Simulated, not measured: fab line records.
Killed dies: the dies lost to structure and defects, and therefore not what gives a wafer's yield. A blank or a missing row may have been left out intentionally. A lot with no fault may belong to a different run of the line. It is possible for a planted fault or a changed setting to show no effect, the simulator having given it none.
Which tool did it? + flow n5 finfet + 29 wafers from 10 lots sampled at 4 of the route's 1938 steps

## WHAT EACH GAUGE READ, for each wafer
The record lacks any reading of a measuring or inspecting step that a usual standard deviation could be used to judge.

## EACH LOT AND THE TOOL THAT RAN IT (in order: tool; ch and the chambers of the sampled wafers; start)
| lot  | N5_BEOL_M15_DESCUM_15              | N5_BEOL_M15_VIA_ETCH_16            | N5_BEOL_M15_ETCH_61                | N5_BEOL_M15_DEGAS_41         |
|------|------------------------------------|------------------------------------|------------------------------------|------------------------------|
| L164 | rie diel-02 ch 0,1, day 12 19:21   | rie diel-02 ch 0,1, day 12 19:26   | rie diel-02 ch 2,3, day 12 21:09   | pvd sputter-03, day 13 00:44 |
| L166 | rie diel-04 ch 0,3, day 13 04:47   | rie diel-04 ch 0,3, day 13 04:53   | rie diel-04 ch 0,1, day 13 06:44   | pvd sputter-02, day 13 11:31 |
| L168 | rie diel-02 ch 0,1,3, day 13 10:28 | rie diel-02 ch 0,1,3, day 13 10:32 | rie diel-04 ch 0,1,3, day 13 12:04 | pvd sputter-03, day 13 19:03 |
| L171 | rie diel-02 ch 0,1, day 14 11:44   | rie diel-02 ch 0,1, day 14 11:50   | rie diel-02 ch 1,3, day 14 13:14   | pvd sputter-01, day 14 15:15 |
| L178 | rie diel-04 ch 1,2,3, day 15 03:14 | rie diel-04 ch 1,2,3, day 15 03:20 | rie diel-02 ch 0,2,3, day 15 04:48 | pvd sputter-03, day 15 09:17 |
| L175 | rie diel-04 ch 0,1,2, day 15 11:10 | rie diel-04 ch 0,1,2, day 15 11:16 | rie diel-04 ch 0,1,3, day 15 12:47 | pvd sputter-03, day 15 14:49 |
| L182 | rie diel-05 ch 0,1,3, day 16 05:39 | rie diel-05 ch 0,1,3, day 16 05:44 | rie diel-04 ch 1,2,3, day 16 07:24 | pvd sputter-01, day 16 10:46 |
| L181 | rie diel-02 ch 2,3, day 16 14:46   | rie diel-02 ch 2,3, day 16 14:52   | rie diel-04 ch 0,2, day 16 16:43   | pvd sputter-03, day 16 17:58 |
| L186 | rie diel-05 ch 0,1,2, day 18 03:17 | rie diel-05 ch 0,1,2, day 18 03:23 | rie diel-05 ch 1,2,3, day 18 04:55 | pvd sputter-03, day 18 07:30 |
| L187 | rie diel-05 ch 0,1, day 18 12:08   | rie diel-05 ch 0,1, day 18 12:13   | rie diel-05 ch 0,1, day 18 13:49   | pvd sputter-01, day 18 14:28 |
- N5_BEOL_M15_DESCUM_15: chemistry O2, time 7.9 s.
- N5_BEOL_M15_VIA_ETCH_16: etches SiO2 in C4F8/O2/Ar, target depth 1792.2 nm.
- N5_BEOL_M15_ETCH_61: etches BARC in N2/H2, target depth 89 nm, overetch 26.7 nm, time 67.9 s.
- N5_BEOL_M15_DEGAS_41: time 60 s.

## AS READ BY THE TOOLS THEMSELVES (means over the sampled wafers that have a number; for cases with no such wafer, the mark the record gives instead)
N5_BEOL_M15_DESCUM_15.
| lot  | tool        | drypump motor current A (A) | oes product au (a.u.) | rf vpp V (V) | showerhead plenum p Torr (Torr) | throttle valve pct (%) |
|------|-------------|-----------------------------|-----------------------|--------------|---------------------------------|------------------------|
| L164 | rie diel-02 | 5.5                         | 0.76                  | 242.6        | 2.06                            | 20.67                  |
| L166 | rie diel-04 | 5.7                         | 0.79                  | 243.5        | 2.09                            | 20.70                  |
| L168 | rie diel-02 | 5.5                         | 0.81                  | 242.4        | 2.05                            | 20.57                  |
| L171 | rie diel-02 | 5.5                         | 0.75                  | 242.6        | 2.06                            | 20.69                  |
| L178 | rie diel-04 | 5.8                         | 0.84                  | 242.6        | 2.08                            | 20.56                  |
| L175 | rie diel-04 | 5.3                         | 0.86                  | 243.7        | 2.14                            | 20.37                  |
| L182 | rie diel-05 | 5.9                         | 0.79                  | 244.9        | 2.16                            | 20.49                  |
| L181 | rie diel-02 | 5.8                         | 0.82                  | 242.9        | 2.12                            | 20.45                  |
| L186 | rie diel-05 | 5.7                         | 0.88                  | 243.3        | 2.09                            | 20.44                  |
| L187 | rie diel-05 | 5.7                         | 0.92                  | 244.2        | 2.16                            | 20.34                  |

N5_BEOL_M15_VIA_ETCH_16.
| lot  | tool        | C4F8_flow_sccm (sccm) | drypump motor current A (A) | oes product au (a.u.) | rf vpp V (V) | showerhead plenum p Torr (Torr) | throttle valve pct (%) |
|------|-------------|-----------------------|-----------------------------|-----------------------|--------------|---------------------------------|------------------------|
| L164 | rie diel-02 | 16.01                 | 5.5                         | 0.69                  | 2246         | 3.39                            | 31.13                  |
| L166 | rie diel-04 | 16.04                 | 5.7                         | 0.72                  | 2213         | 3.42                            | 31.17                  |
| L168 | rie diel-02 | 15.98                 | 5.5                         | 0.73                  | 2241         | 3.38                            | 31.12                  |
| L171 | rie diel-02 | 15.99                 | 5.5                         | 0.67                  | 2246         | 3.39                            | 31.14                  |
| L178 | rie diel-04 | 16.00                 | 5.9                         | 0.75                  | 2229         | 3.44                            | 31.14                  |
| L175 | rie diel-04 | 16.04                 | 5.4                         | 0.78                  | 2244         | 3.54                            | 30.91                  |
| L182 | rie diel-05 | 16.00                 | 5.9                         | 0.71                  | 2253         | 3.53                            | 30.88                  |
| L181 | rie diel-02 | 16.00                 | 5.8                         | 0.74                  | 2246         | 3.46                            | 30.88                  |
| L186 | rie diel-05 | 16.00                 | 5.7                         | 0.78                  | 2241         | 3.43                            | 30.89                  |
| L187 | rie diel-05 | 15.97                 | 5.7                         | 0.82                  | 2282         | 3.53                            | 30.76                  |

N5_BEOL_M15_ETCH_61.
| lot  | tool        | drypump motor current A (A) | oes product au (a.u.) | rf vpp V (V) | run length s (s) | showerhead plenum p Torr (Torr) | throttle valve pct (%) |
|------|-------------|-----------------------------|-----------------------|--------------|------------------|---------------------------------|------------------------|
| L164 | rie diel-02 | 5.7                         | 0.72                  | 523          | 91.1             | 2.56                            | 18.04                  |
| L166 | rie diel-04 | 5.0                         | 0.80                  | 525          | 91.4             | 2.56                            | 17.62                  |
| L168 | rie diel-04 | 5.4                         | 0.73                  | 524          | 91.0             | 2.55                            | 17.89                  |
| L171 | rie diel-02 | 5.5                         | 0.72                  | 522          | 91.0             | 2.48                            | 18.08                  |
| L178 | rie diel-02 | 5.7                         | 0.67                  | 525          | 91.4             | 2.56                            | 18.10                  |
| L175 | rie diel-04 | 5.4                         | 0.71                  | 524          | 90.7             | 2.55                            | 17.90                  |
| L182 | rie diel-04 | 5.8                         | 0.74                  | 524          | 87.6             | 2.53                            | 18.07                  |
| L181 | rie diel-04 | 5.5                         | 0.73                  | 528          | 86.5             | 2.68                            | 17.98                  |
| L186 | rie diel-05 | 5.9                         | 0.71                  | 524          | 90.8             | 2.54                            | 17.95                  |
| L187 | rie diel-05 | 6.0                         | 0.80                  | 525          | 91.5             | 2.59                            | 17.96                  |

N5_BEOL_M15_DEGAS_41.
| lot  | tool           | heater power w (W) |
|------|----------------|--------------------|
| L164 | pvd sputter-03 | 459                |
| L166 | pvd sputter-02 | 451                |
| L168 | pvd sputter-03 | 437                |
| L171 | pvd sputter-01 | 426                |
| L178 | pvd sputter-03 | 511                |
| L175 | pvd sputter-03 | 452                |
| L182 | pvd sputter-01 | 454                |
| L181 | pvd sputter-03 | 464                |
| L186 | pvd sputter-03 | 471                |
| L187 | pvd sputter-01 | 446                |

## THE ANSWER, worked out from the rows above alone
Rule: usual is defined by the lots themselves. Put in order of their means at a reading, lots are off if they are a third of the lots or fewer, leave a main group of 4 or more, and stand apart from it by a gap of 3 or more times the standard deviation of the main group's means; of several such gaps the widest counts. The tables above print the reading to a certain number of digits; a main group whose means all agree to those digits is not used. Also off: a lot with no number at a reading for which 4 or more lots have one. Where the step has rows for the other lots, those lots are counted as sound. After the gauges, taken in route order, come the tools' own readings; for these a lot's mean is taken, as printed above. At the first step where some lot is off, the reading lying furthest off is the one used; lots without a number count as furthest.
Off: L182, L181 (N5_BEOL_M15_ETCH_61, run length s). The main group has a mean of 91.1 s with a standard deviation of 0.28.
If a tool, at that step or one of the process steps before it, ran each lot that is off and ran no sound lot following the first of them, it fits. One fits: rie diel-04 at N5_BEOL_M15_ETCH_61. Its last sound lot is L175 (day 15 12:47), its first lot that is off L182 (day 16 07:24): a fault that began between those two fits.
The tool's own readings at N5_BEOL_M15_ETCH_61 bear it out: on the lots that are off they differ by more than 5 times the standard deviation of the sound lots' means. run length s reads 87.0 s there against 91.1 s on the sound lots.

## WHAT THE SIMULATOR HAD INSERTED
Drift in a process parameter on rie diel-04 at N5_BEOL_M15_ETCH_61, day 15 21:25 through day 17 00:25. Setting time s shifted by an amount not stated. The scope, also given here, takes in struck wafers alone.
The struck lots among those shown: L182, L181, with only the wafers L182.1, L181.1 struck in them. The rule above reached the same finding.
